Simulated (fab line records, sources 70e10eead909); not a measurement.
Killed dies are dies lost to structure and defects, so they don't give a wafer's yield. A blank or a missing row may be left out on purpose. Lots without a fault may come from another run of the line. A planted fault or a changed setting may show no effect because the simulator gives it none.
Chamber matching | flow nand_harc | NHARC_A_STAIRCASE_ETCHBACK_422 on rie_diel-11: 4 sister chambers
The step etches the open film in CH3F/O2, target depth 40 nm, time 74.286 s. 8 wafers are shown with their chamber, then 7 later ones without.

WAFERS WITH THEIR CHAMBER
wafer  | chamber | drypump_motor_current_A (A) | showerhead_plenum_p_Torr (Torr)
L080.2 | 3       | 5.4                         | 2.31
L081.2 | 1       | 5.5                         | 2.52
L081.4 | 0       | 5.5                         | 2.41
L086.3 | 2       | 6.4                         | 2.64
L086.5 | 0       | 5.5                         | 2.40
L086.6 | 1       | 5.4                         | 2.51
L094.1 | 2       | 6.4                         | 2.63
L094.2 | 3       | 5.4                         | 2.29

WAFERS WITHOUT THEIR CHAMBER
wafer  | drypump_motor_current_A (A) | showerhead_plenum_p_Torr (Torr)
L094.3 | 5.4                         | 2.50
L093.1 | 5.4                         | 2.50
L093.2 | 5.4                         | 2.29
L093.4 | 6.4                         | 2.63
L096.2 | 6.4                         | 2.63
L096.4 | 5.5                         | 2.39
L096.6 | 5.4                         | 2.49

WHICH CHAMBER EACH WENT THROUGH
wafer  | from the rows above | in truth
L094.3 | 1                   | 1
L093.1 | 1                   | 1
L093.2 | 3                   | 3
L093.4 | 2                   | 2
L096.2 | 2                   | 2
L096.4 | 0                   | 0
L096.6 | 1                   | 1
Placed correctly: 7 of 7. Can't be placed from these rows: 0. Placed wrongly: 0.
How it was worked out, from the rows above alone: a wafer's distance from a chamber is the root of the sum, over the readings, of the square of ((its reading less the chamber's mean) divided by the reading's scatter). The wafer belongs to the nearest chamber; if the next one is less than 2 further off, it can't be placed. A chamber's mean is the mean of its shown wafers. The scatter: the root of (the sum of the squares of (reading less its chamber's mean) over the shown wafers, divided by (wafers less chambers)).
